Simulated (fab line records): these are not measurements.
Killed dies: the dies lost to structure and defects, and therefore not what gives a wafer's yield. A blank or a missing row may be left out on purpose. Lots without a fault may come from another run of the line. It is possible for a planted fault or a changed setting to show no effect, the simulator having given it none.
fab line records	flow n5-finfet
record lots=6	wafers=17	last-day=17
route steps=1938 shown SD_EPI_N@269 PASSIVATION@1936
lots untouched by any fault: they come from a run of this same line in which no faults occurred
start-h: hours from the record's first day to the start of the lot's first wafer shown	wait-h: hours elapsed since this lot's preceding step	" the same as in the row above	L1.1+2: one row covering several wafers at once	- value missing, or start not given	* or withheld: withheld	< > ~ a bound
route shown NAME@n: a module of which the file shows steps, and the number in the route of the first	usual: average and standard deviation across the fault-free wafers	same: alike in all rows	chamber/n: place in a boat	sites: the reading at each site	_std_site: standard deviation of those values	_edge_site: the outer-site mean with the inner-site mean subtracted	radius-mm: for every site, how far away it sits from the centre of the wafer	mask NAME#n: copy n	behind: the tool/chamber that last shaped the wafer	hold: why the lot was held/for how many hours/how that ended	device: whichever transistor did not switch (one of n, p or np)	end of line: the route-end tests of the same wafers	for a step that has no rows: nothing shown but its recipe	killed: not the wafer's yield, but the dies lost to structure and defects at the first sort	map: a wafer's dies, x killed, . not, _ none there
set.NAME: setting as actually run; set.NAME@STEP: the setting as run at that earlier step	model.NAME: the simulator's own value behind a step, which no gauge read
lots at some steps of the route; a table a step, a row a wafer
services: a tool's chamber out of use, with start hour (start-h, from the record's first day; less than 0 if before it), hours out, and reason
## steps
# step N5_SD_EPI_N_DEVELOP_08
# recipe develop-time-s=30	developer=TMAH	resist=CAR-ArF-block	dev-temp-c=23	rinse-liquid=diw	dry=air-spin
# step N5_SD_EPI_N_CD_MEAS_09
# recipe target-cd-nm=120	landing-energy-ev=500	detector=se-inlens
# usual cd-nm=119.4/1
lot.wafer	tool	chamber	start-h	wait-h	cd-nm
L576.4	cd-sem-01	0	80.20	-	119.1
L576.5	"	0	"	"	119.2
L576.6	"	0	"	"	119.3
L579.2	cd-sem-03	0	106.07	-	118.5
L579.3	"	0	"	"	118.7
L579.4	"	0	"	"	120.6
L582.2	cd-sem-01	0	116.61	-	121.8
L582.5	"	0	"	"	122.1
L582.6	"	0	"	"	120.9
L583.2	cd-sem-03	0	124.25	-	120.6
L583.6	"	0	"	"	121.2
L590.1	cd-sem-01	0	170.51	-	118.7
L590.2	"	0	"	"	119.7
L590.6	"	0	"	"	118.7
L593.3	cd-sem-02	0	180.85	-	117.6
L593.4	"	0	"	"	120.1
L593.5	"	0	"	"	119.9
# step N5_SD_EPI_N_OVL_MEAS_10
# recipe points-per-wafer=44
# usual SD_N_BLK_OVL=0.4/0.73
lot.wafer	tool	chamber	start-h	wait-h	SD_N_BLK_OVL[nm]
L576.4	overlay-02	0	80.23	0.0	1.8
L576.5	"	0	"	"	2.3
L576.6	"	0	"	"	0.8
L579.2	overlay-01	0	106.10	0.0	0.2
L579.3	"	0	"	"	1.0
L579.4	"	0	"	"	-1.1
L582.2	overlay-02	0	116.64	0.0	0.3
L582.5	"	0	"	"	0.5
L582.6	"	0	"	"	0.3
L583.2	overlay-02	0	124.28	0.0	0.3
L583.6	"	0	"	"	0.4
L590.1	overlay-01	0	170.59	0.1	0.0
L590.2	"	0	"	"	0.6
L590.6	"	0	"	"	1.1
L593.3	overlay-02	0	180.88	0.0	0.8
L593.4	"	0	"	"	0.4
L593.5	"	0	"	"	0.8
# step N5_SD_EPI_N_INSPECT_11
# recipe mode=adi	inspect-instrument=macro
# usual raw-defect-count=2.0/1.5
lot.wafer	tool	chamber	start-h	wait-h	raw-defect-count
L576.4	defect-inspect-01	-	80.25	0.0	1
L576.5	"	-	"	"	2
L576.6	"	-	"	"	3
L579.2	defect-inspect-02	-	106.13	0.0	3
L579.3	"	-	"	"	1
L579.4	"	-	"	"	2
L582.2	defect-inspect-01	-	116.66	0.0	3
L582.5	"	-	"	"	1
L582.6	"	-	"	"	1
L583.2	defect-inspect-02	-	124.31	0.0	1
L583.6	"	-	"	"	5
L590.1	defect-inspect-02	-	170.62	0.0	0
L590.2	"	-	"	"	0
L590.6	"	-	"	"	2
L593.3	defect-inspect-01	-	180.90	0.0	1
L593.4	"	-	"	"	0
L593.5	"	-	"	"	3
# step N5_SD_EPI_N_DESCUM_14
# recipe chemistry=O2	time-s=7.9	source-power-w=50	bias-power-w=20	pressure-mtorr=20	rf-frequency-hz=2.712e+07	temp-c=40	resist=CAR-ArF-block	o2-flow-sccm=225
# step N5_SD_EPI_N_ETCH_34
# recipe chemistry=CF4	target=SiARC	target-depth-a=455	mask-material=CAR-ArF-block	time-s=75.8	ion-energy-ev=80	pressure-mtorr=40	source-w=545	bias-w=36	Ar_flow_sccm=100	cf4-flow-sccm=100	ends=cleared
# usual drypump-motor-current-A=5.9/0.5	etch-rf-on-time-s=75.1/2.1	oes-product-au=0.69/0.078	rf-vpp-V=184.8/1	showerhead-plenum-p-Torr=2.20/0.057	throttle-valve-pct=15.52/0.22
lot.wafer	tool	chamber	start-h	wait-h	drypump-motor-current-A	etch-rf-on-time-s	oes-product-au	rf-hours-counter-h	rf-vpp-V	showerhead-plenum-p-Torr	throttle-valve-pct
L576.4	rie-diel-04	1	80.32	0.0	5.8	75.8	0.61	194	185.5	2.22	15.52
L576.5	"	2	"	"	6.2	73.2	0.74	-	185.1	2.26	15.54
L576.6	"	1	"	"	5.7	77.0	0.60	-	184.1	2.22	15.50
L579.2	rie-diel-06	2	106.93	0.0	5.9	75.9	0.58	237	183.4	2.13	15.80
L579.3	"	1	"	"	6.5	71.5	0.77	23	185.5	2.27	15.40
L579.4	"	0	"	"	6.3	77.4	0.63	175	186.3	2.21	15.78
L582.2	rie-diel-06	1	116.73	0.0	6.5	70.8	0.78	26	186.7	2.27	15.40
L582.5	"	2	"	"	5.9	75.5	0.58	-	184.3	2.13	15.79
L582.6	"	1	"	"	6.5	71.2	0.77	-	186.6	2.27	15.42
L583.2	rie-diel-05	3	124.69	0.0	5.9	77.0	0.62	199	184.4	2.20	15.33
L583.6	"	1	"	"	5.8	74.4	0.66	-	184.4	2.23	15.93
L590.1	rie-diel-06	2	170.69	0.0	5.9	76.1	0.86	0	183.5	2.13	15.33
L590.2	"	3	"	"	5.0	76.8	0.63	171	184.7	2.20	15.44
L590.6	"	3	"	"	5.0	76.4	0.64	-	185.3	2.20	15.44
L593.3	rie-diel-04	0	180.97	0.0	4.9	74.8	0.75	51	184.1	2.09	15.71
L593.4	"	2	"	"	6.3	74.8	0.69	87	185.6	2.25	15.61
L593.5	"	3	"	"	6.2	74.9	0.71	-	183.1	2.16	15.27
# step N5_SD_EPI_N_ETCH_35
# recipe chemistry=N2/H2	target=SOC	overetch-a=1080	mask-material=SiARC	temp-c=40	ion-energy-ev=100	source-w=3000	bias-w=133	pressure-mtorr=20	time-s=486	n2-flow-sccm=200	h2-flow-sccm=200
# step N5_SD_EPI_N_STRIP_36
# recipe chemistry=N2/H2	temp-c=40	n2-flow-sccm=200	h2-flow-sccm=200	rf-frequency-hz=6e+07
# step N5_SD_EPI_N_ETCHBACK_44
# recipe chemistry=CH3F/O2	mode=anisotropic-etchback	target=SiNx	target-depth-a=145	stop-on=SiO2	over-etch-frac=0.3	ion-energy-ev=120	pressure-mtorr=30	source-w=395	bias-w=73	Ar_flow_sccm=150	CH3F_flow_sccm=30	O2_flow_sccm=20
# usual drypump-motor-current-A=5.9/0.5	oes-product-au=0.69/0.067	rf-vpp-V=299/6.2	showerhead-plenum-p-Torr=2.06/0.06	throttle-valve-pct=16.28/0.26
lot.wafer	tool	chamber	start-h	wait-h	drypump-motor-current-A	oes-product-au	rf-hours-counter-h	rf-vpp-V	showerhead-plenum-p-Torr	throttle-valve-pct
L576.4	rie-diel-04	1	80.70	0.0	5.8	0.61	195	295	2.07	16.21
L576.5	"	2	"	"	6.3	0.73	-	297	2.13	16.34
L576.6	"	1	"	"	5.8	0.62	-	296	2.07	16.19
L579.2	rie-diel-06	2	107.31	0.0	5.9	0.58	237	296	1.98	16.43
L579.3	"	1	"	"	6.5	0.75	23	294	2.13	16.14
L579.4	"	0	"	"	6.3	0.64	175	313	2.09	16.61
L582.2	rie-diel-06	1	117.11	0.0	6.5	0.75	26	292	2.13	16.14
L582.5	"	2	"	"	5.9	0.58	-	297	1.98	16.43
L582.6	"	1	"	"	6.5	0.75	-	294	2.13	16.15
L583.2	rie-diel-05	3	125.07	0.0	5.8	0.63	199	298	2.06	16.03
L583.6	"	1	"	"	5.8	0.65	-	300	2.11	16.81
L590.1	rie-diel-06	1	171.07	0.0	6.4	0.71	46	293	2.12	16.18
L590.2	"	3	"	"	5.0	0.64	171	301	2.07	16.22
L590.6	"	0	"	"	6.3	0.63	-	313	2.08	16.68
L593.3	rie-diel-04	0	181.35	0.0	5.0	0.74	51	296	1.95	16.54
L593.4	"	2	"	"	6.3	0.69	87	297	2.12	16.39
L593.5	"	3	"	"	6.3	0.70	-	298	2.02	16.02
# step N5_SD_EPI_N_ETCH_45
# recipe chemistry=CH3F/O2	target=SiOCN	target-depth-a=60	mask-material=SOC	ion-energy-ev=60	bias-w=29	pressure-mtorr=15	source-w=410	Ar_flow_sccm=150	CH3F_flow_sccm=30	O2_flow_sccm=20
# usual drypump-motor-current-A=5.9/0.5	oes-product-au=0.81/0.085	rf-vpp-V=127.8/0.94	showerhead-plenum-p-Torr=2.06/0.06	throttle-valve-pct=23.3/0.34
lot.wafer	tool	chamber	start-h	wait-h	drypump-motor-current-A	oes-product-au	rf-hours-counter-h	rf-vpp-V	showerhead-plenum-p-Torr	throttle-valve-pct
L576.4	rie-diel-04	1	80.80	0.1	5.8	0.71	195	125.9	2.07	23.1
L576.5	"	2	"	"	6.3	0.86	-	127.6	2.12	23.3
L576.6	"	1	"	"	5.8	0.71	-	127.9	2.07	23.1
L579.2	rie-diel-06	2	107.41	0.1	5.9	0.68	237	127.3	1.97	23.3
L579.3	"	1	"	"	6.5	0.90	23	127.1	2.12	23.2
L579.4	"	0	"	"	6.3	0.75	175	126.7	2.08	23.7
L582.2	rie-diel-06	1	117.21	0.1	6.5	0.89	26	128.3	2.12	23.2
L582.5	"	2	"	"	5.9	0.67	-	126.2	1.97	23.3
L582.6	"	1	"	"	6.4	0.89	-	127.4	2.12	23.2
L583.2	rie-diel-05	3	125.17	0.1	5.8	0.73	199	126.7	2.06	22.8
L583.6	"	1	"	"	5.8	0.77	-	128.8	2.10	24.0
L590.1	rie-diel-06	1	171.17	0.1	6.5	0.87	46	126.5	2.11	23.2
L590.2	"	3	"	"	5.0	0.76	171	127.5	2.06	23.2
L590.6	"	0	"	"	6.3	0.72	-	128.4	2.07	23.7
L593.3	rie-diel-04	0	181.45	0.1	5.0	0.87	51	127.1	1.95	23.7
L593.4	"	2	"	"	6.3	0.82	88	129.3	2.11	23.3
L593.5	"	3	"	"	6.3	0.83	-	128.4	2.01	23.0
# step N5_SD_EPI_N_ETCH_16
# recipe chemistry=CHF3/O2	target=SiO2	target-depth-a=50	mask-material=SOC	pressure-mtorr=30	source-w=650	bias-w=170	Ar_flow_sccm=200	CHF3_flow_sccm=50	O2_flow_sccm=5	ion-energy-ev=200
# usual drypump-motor-current-A=5.9/0.5	oes-product-au=0.81/0.085	rf-vpp-V=527/11	showerhead-plenum-p-Torr=2.48/0.069	throttle-valve-pct=18.83/0.28
lot.wafer	tool	chamber	start-h	wait-h	drypump-motor-current-A	oes-product-au	rf-hours-counter-h	rf-vpp-V	showerhead-plenum-p-Torr	throttle-valve-pct
L576.4	rie-diel-04	1	80.90	0.1	5.8	0.71	195	520	2.49	18.70
L576.5	"	2	"	"	6.3	0.85	-	524	2.55	18.87
L576.6	"	1	"	"	5.8	0.70	-	519	2.49	18.72
L579.2	rie-diel-06	2	107.51	0.1	5.9	0.67	237	524	2.38	18.96
L579.3	"	1	"	"	6.5	0.90	23	514	2.56	18.73
L579.4	"	0	"	"	6.3	0.75	175	554	2.51	19.17
L582.2	rie-diel-06	1	117.31	0.1	6.5	0.90	26	516	2.56	18.75
L582.5	"	2	"	"	5.9	0.67	-	521	2.38	18.98
L582.6	"	1	"	"	6.5	0.89	-	515	2.56	18.75
L583.2	rie-diel-05	3	125.27	0.1	5.8	0.72	200	522	2.48	18.50
L583.6	"	1	"	"	5.8	0.77	-	527	2.53	19.39
L590.1	rie-diel-06	1	171.27	0.1	6.5	0.86	46	515	2.55	18.76
L590.2	"	3	"	"	5.0	0.74	171	530	2.49	18.78
L590.6	"	0	"	"	6.3	0.72	-	554	2.50	19.19
L593.3	rie-diel-04	0	181.55	0.1	5.0	0.88	51	524	2.36	19.17
L593.4	"	2	"	"	6.3	0.82	88	521	2.54	18.94
L593.5	"	3	"	"	6.3	0.84	-	526	2.43	18.51
# step N5_SD_EPI_N_STRIP_47
# recipe chemistry=CHF3/O2	resist=SiARC	rf-frequency-hz=6e+07
# step N5_SD_EPI_N_SD_RECESS_17
# recipe chemistry=HBr/Cl2/O2	target-depth-a=410	mask-material=SOC	time-s=23.7	bt-time-s=3	pressure-mtorr=10	icp-w=800	bias-w=112	HBr_flow_sccm=150	Cl2_flow_sccm=80	O2_flow_sccm=12
# usual drypump-motor-current-A=5.9/0.38	oes-product-au=0.997/0.014	throttle-valve-pct=37.1/0.34
# same bt-time-s=3
lot.wafer	tool	chamber	start-h	wait-h	drypump-motor-current-A	oes-product-au	rf-hours-counter-h	throttle-valve-pct	model.SD_EPI_N.feature-depth-nm	model.Si_of_WELL_APT_EPI_41.thk-nm	model.etch.depth-nm
L576.4	rie-si-04	1	80.97	0.0	5.8	1.006	0	37.0	40.6	9	40.68
L576.5	"	2	"	"	5.7	0.994	-	37.5	40	8.6	40.04
L576.6	"	1	"	"	5.8	1.007	-	37.0	40.6	8.4	40.7
L579.2	rie-si-02	0	107.58	0.0	6.2	1.004	82	37.1	42	7.6	42.05
L579.3	"	3	"	"	6.8	0.973	41	37.0	41.2	9.2	41.13
L579.4	"	2	"	"	6.2	1.009	2	36.8	39.8	10.4	39.85
L582.2	rie-si-02	3	117.38	0.0	6.8	0.984	41	37.0	37.6	13.2	37.55
L582.5	"	0	"	"	6.2	1.009	-	37.1	42.4	7.6	42.46
L582.6	"	1	"	"	5.5	0.990	-	37.4	41.2	8.8	41.26
L583.2	rie-si-02	2	125.34	0.0	6.2	1.015	3	36.7	36.8	13	36.89
L583.6	"	0	"	"	6.1	1.017	-	37.1	42.8	6	42.87
L590.1	rie-si-01	3	171.34	0.0	6.2	1.010	77	38.1	41.2	7.8	41.17
L590.2	"	2	"	"	5.6	0.971	7	37.1	39	10.2	39.02
L590.6	"	3	"	"	6.2	1.019	-	38.1	41	7.6	41.04
L593.3	rie-si-04	0	181.62	0.0	5.6	0.996	9	36.6	41.4	8.6	41.46
L593.4	"	2	"	"	5.7	0.997	95	37.5	40.2	8.8	40.17
L593.5	"	0	"	"	5.6	0.993	-	36.6	41.6	7.8	41.61
# step N5_SD_EPI_N_STRIP_38
# recipe chemistry=N2/H2	power-w=1000	temp-c=250	h2-frac=0.65	overash-fraction=0.3	pressure-mtorr=withheld	n2-flow-sccm=1750	h2-flow-sccm=3250
# usual drypump-motor-current-A=5.61/0.25	heater-power-w=360/33	oes-product-au=0.762/0.011
lot.wafer	tool	chamber	start-h	wait-h	drypump-motor-current-A	heater-power-w	oes-product-au	rf-hours-counter-h
L576.4	plasma-asher-02	1	81.09	0.1	5.79	362	0.759	-
L576.5	"	0	"	"	5.20	297	0.767	-
L576.6	"	1	"	"	5.81	363	0.757	-
L579.2	plasma-asher-02	0	107.67	0.1	5.20	300	0.762	98
L579.3	"	1	"	"	5.78	363	0.762	-
L579.4	"	0	"	"	5.21	301	0.747	-
L582.2	plasma-asher-01	0	117.48	0.1	5.84	367	0.767	44
L582.5	"	1	"	"	5.56	377	0.766	-
L582.6	"	0	"	"	5.85	371	0.765	-
L583.2	plasma-asher-01	0	125.44	0.1	5.85	375	0.760	45
L583.6	"	0	"	"	5.85	369	0.777	-
L590.1	plasma-asher-02	0	171.44	0.1	5.17	306	0.766	110
L590.2	"	1	"	"	5.79	383	0.755	110
L590.6	"	1	"	"	5.79	374	0.769	-
L593.3	plasma-asher-01	0	181.74	0.1	5.86	370	0.756	-
L593.4	"	1	"	"	5.54	387	0.754	-
L593.5	"	0	"	"	5.86	369	0.763	-
# step N5_SD_EPI_N_WET_ETCH_43
# recipe chemistry=dHF	dilution=withheld	time-s=14	target=SiO2	target-depth-a=15	temp-c=25
# step N5_SD_EPI_N_STRIP_18
# recipe chemistry=SPM	time-s=750	temp-c=130	h2so4-h2o2-vol-ratio=4
lot.wafer	tool	chamber	start-h	wait-h	model.Si_of_WELL_APT_EPI_41.thk-nm
L576.4	wet-bench-01	0	81.16	0.0	8.6
L576.5	"	5	"	"	8.2
L576.6	"	2	"	"	8
L579.2	wet-bench-04	1	107.77	0.0	7.2
L579.3	"	4	"	"	8.8
L579.4	"	2	"	"	10
L582.2	wet-bench-04	7	117.57	0.0	12.8
L582.5	"	0	"	"	7.2
L582.6	"	6	"	"	8.4
L583.2	wet-bench-04	7	125.56	0.0	12.6
L583.6	"	0	"	"	5.6
L590.1	wet-bench-01	5	171.53	0.0	7.4
L590.2	"	4	"	"	10
L590.6	"	0	"	"	7.2
L593.3	wet-bench-04	4	181.81	0.0	8.2
L593.4	"	7	"	"	8.6
L593.5	"	2	"	"	7.4
# step N5_SD_EPI_N_SRD_20
# recipe dry=ipa-marangoni	do-ppb=5	time-s=30	temp-c=23	rinse-liquid=diw
# step N5_PASSIVATION_PROBE_49
# usual killed_at_M0_to_M3=33/9.9	killed_at_M4_up=15/5.6	killed-at-contacts=13/5.7	killed-at-front-end=38/12	killed-at-other=4/3.1	killed-dies=103/17	killed-open=66/13	killed-short=32/7.8
# same gross-dies=1180	killed-at-back-side=0
lot.wafer	tool	chamber	start-h	wait-h	killed_at_M0_to_M3	killed_at_M4_up	killed-at-contacts	killed-at-front-end	killed-at-other	killed-dies	killed-open	killed-short
L582.2	prober-02	-	345.99	0.1	17	8	20	29	2	76	48	26
L582.5	prober-02	-	346.14	0.2	22	12	9	42	0	85	63	22
L582.6	prober-02	-	346.19	0.3	24	14	12	13	1	64	39	21
L583.2	prober-01	-	356.44	0.1	46	12	21	37	1	117	79	37
L583.6	prober-01	-	356.64	0.3	45	9	15	35	4	108	74	29
L593.3	prober-02	-	406.25	0.1	25	11	15	23	7	81	60	16
L593.4	prober-02	-	406.30	0.2	19	17	12	22	2	72	40	29
L593.5	prober-02	-	406.35	0.2	22	13	13	36	1	85	48	33
L590.1	prober-01	-	408.14	0.0	32	22	10	52	0	116	73	38
L590.2	prober-01	-	408.19	0.1	24	16	5	44	6	95	57	35
L590.6	prober-01	-	408.39	0.3	33	10	5	42	0	90	58	28
# killed by level:class
L582.2 MOL_CONTACT_COAG:geometric-particle:open=17 STI_FIN_REVEAL:geometric-particle:open=7 BEOL_M0_SAQP:geometric-particle:open=6 GATE_CUT:geometric-particle:short=5 BEOL_M0_SAQP:geometric-particle:short=5 MOL_CONTACT_COAG:geometric-particle:short=3 STARTING-WAFER:geometric-particle:open=3 FIN_SAQP:geometric-particle:short=2
L582.5 STI_FIN_REVEAL:geometric-particle:open=18 STI_FIN_REVEAL:geometric-particle:short=6 MOL_CONTACT_COAG:geometric-particle:open=6 BEOL_M1:geometric-particle:open=6 BEOL_M0_SAQP:geometric-particle:open=5 BEOL_M2:geometric-particle:open=5 STARTING-WAFER:geometric-particle:open=5 FIN_SAQP:geometric-particle:open=4
L582.6 MOL_CONTACT_COAG:geometric-particle:open=8 BEOL_M0_SAQP:geometric-particle:short=8 BEOL_M0_SAQP:geometric-particle:open=6 BEOL_M4:geometric-particle:open=4 BEOL_M1:geometric-particle:open=3 BEOL_M2:geometric-particle:open=3 BEOL_M6:geometric-particle:open=3 STI_FIN_REVEAL:geometric-particle:short=2
L583.2 MOL_CONTACT_COAG:geometric-particle:open=14 BEOL_M1:geometric-particle:open=14 FIN_SAQP:geometric-particle:open=8 STI_FIN_REVEAL:geometric-particle:open=8 BEOL_M0_SAQP:geometric-particle:open=7 MOL_CONTACT_COAG:geometric-particle:short=7 BEOL_M0_SAQP:geometric-particle:short=7 BEOL_M4:geometric-particle:open=6
L583.6 BEOL_M2:geometric-particle:open=17 MOL_CONTACT_COAG:geometric-particle:open=13 BEOL_M0_SAQP:geometric-particle:open=7 FIN_SAQP:geometric-particle:open=6 GATE_CUT:geometric-particle:short=6 BEOL_M0_SAQP:geometric-particle:short=5 BEOL_M0:geometric-particle:open=5 BEOL_M3:geometric-particle:open=5
L593.3 MOL_CONTACT_COAG:geometric-particle:open=13 STI_FIN_REVEAL:geometric-particle:open=9 BEOL_M2:geometric-particle:open=9 BEOL_M4:geometric-particle:open=8 BEOL_M1:geometric-particle:open=7 MIM_TOP:geometric-particle:short=4 BEOL_M0_SAQP:geometric-particle:open=3 BEOL_M6:geometric-particle:open=3
L593.4 BEOL_M2:geometric-particle:open=7 MOL_CONTACT_COAG:geometric-particle:open=7 GATE_CUT:geometric-particle:short=6 FIN_SAQP:geometric-particle:short=5 MOL_CONTACT_COAG:geometric-particle:short=5 BEOL_M0_SAQP:geometric-particle:short=4 BEOL_M5:geometric-particle:open=4 STI_FIN_REVEAL:geometric-particle:open=3
L593.5 MOL_CONTACT_COAG:geometric-particle:open=10 FIN_SAQP:geometric-particle:open=7 STI_FIN_REVEAL:geometric-particle:open=6 BEOL_M2:geometric-particle:open=6 STARTING-WAFER:geometric-particle:short=5 FIN_SAQP:geometric-particle:short=4 BEOL_M0_SAQP:geometric-particle:short=4 BEOL_M0_SAQP:geometric-particle:open=4
L590.1 FIN_SAQP:geometric-particle:short=16 FIN_SAQP:geometric-particle:open=9 MOL_CONTACT_COAG:geometric-particle:open=8 BEOL_M0_SAQP:geometric-particle:open=8 BEOL_M0_SAQP:geometric-particle:short=7 STI_FIN_REVEAL:geometric-particle:open=6 BEOL_M3:geometric-particle:open=6 BEOL_M5:geometric-particle:open=6
L590.2 DUMMY_GATE:geometric-particle:open=10 FIN_SAQP:geometric-particle:short=8 BEOL_M0_SAQP:geometric-particle:short=8 FIN_SAQP:geometric-particle:open=6 BEOL_M0_SAQP:geometric-particle:open=5 BEOL_M5:geometric-particle:short=4 MOL_CONTACT_COAG:geometric-particle:open=4 STARTING-WAFER:geometric-particle:open=4
L590.6 FIN_SAQP:geometric-particle:open=12 BEOL_M1:geometric-particle:open=10 BEOL_M0_SAQP:geometric-particle:short=8 FIN_SAQP:geometric-particle:short=6 BEOL_M0_SAQP:geometric-particle:open=6 DUMMY_GATE:geometric-particle:open=5 STI_FIN_REVEAL:geometric-particle:open=4 MOL_CONTACT_COAG:geometric-particle:open=4
## services
tool	chamber	start-h	hours	kind
rie-diel-06	2	59.96	2.2	repair
rie-diel-04	1	65.80	6.9	repair
rie-diel-05	0	73.10	-	clean
rie-diel-05	0	73.10	-	consumable-replace:focus-ring
rie-diel-05	0	73.10	-	consumable-replace:showerhead
rie-diel-05	0	73.10	18.2	scheduled-down
rie-diel-05	0	73.10	18.2	vent-cycle
wet-bench-01	-	78.61	2.3	repair
rie-si-01	0	83.12	11.9	repair
rie-si-02	3	93.25	2.0	repair
rie-si-04	3	101.02	8.2	repair
wet-bench-01	-	107.79	1.9	pm
rie-diel-05	2	133.03	8.9	repair
rie-diel-04	-	137.93	0.3	repair
rie-diel-06	2	146.63	-	clean
rie-diel-06	2	146.63	18.4	scheduled-down
rie-diel-06	2	146.63	18.4	vent-cycle
plasma-asher-02	-	176.13	1.0	repair
rie-diel-06	-	176.36	0.6	repair
## key
first-sign none at tools or gauges
model-effect step=N5_SD_EPI_N_SD_RECESS_17	value=SD_EPI_N.feature-depth-nm	without=40.8	struck=37.2
model-effect step=N5_SD_EPI_N_STRIP_18	value=Si_of_WELL_APT_EPI_41.thk-nm	without=9.1	struck=12.7
met-at N5_SD_EPI_N_SD_RECESS_17
struck-wafers L582.2,L583.2
tester-left-out L582,L583
onset-between 107.58 117.38
fault kind=process-parameter-drift	tool=rie-si-02	chamber=-	onset-h=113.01	steps=N5_SD_EPI_N_SD_RECESS_17	channel=time-s	offset=*	shape=step	end-h=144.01	scope=struck-wafers-only	acts-in=*	stated=*
# tester-left-out: of these lots the tester's yield and bins aren't shown, on N5 and GAA mostly nor the transistor test; their killed dies are dies lost to structure and defects alone, not to doping, threshold or leakage, so they don't give the yield
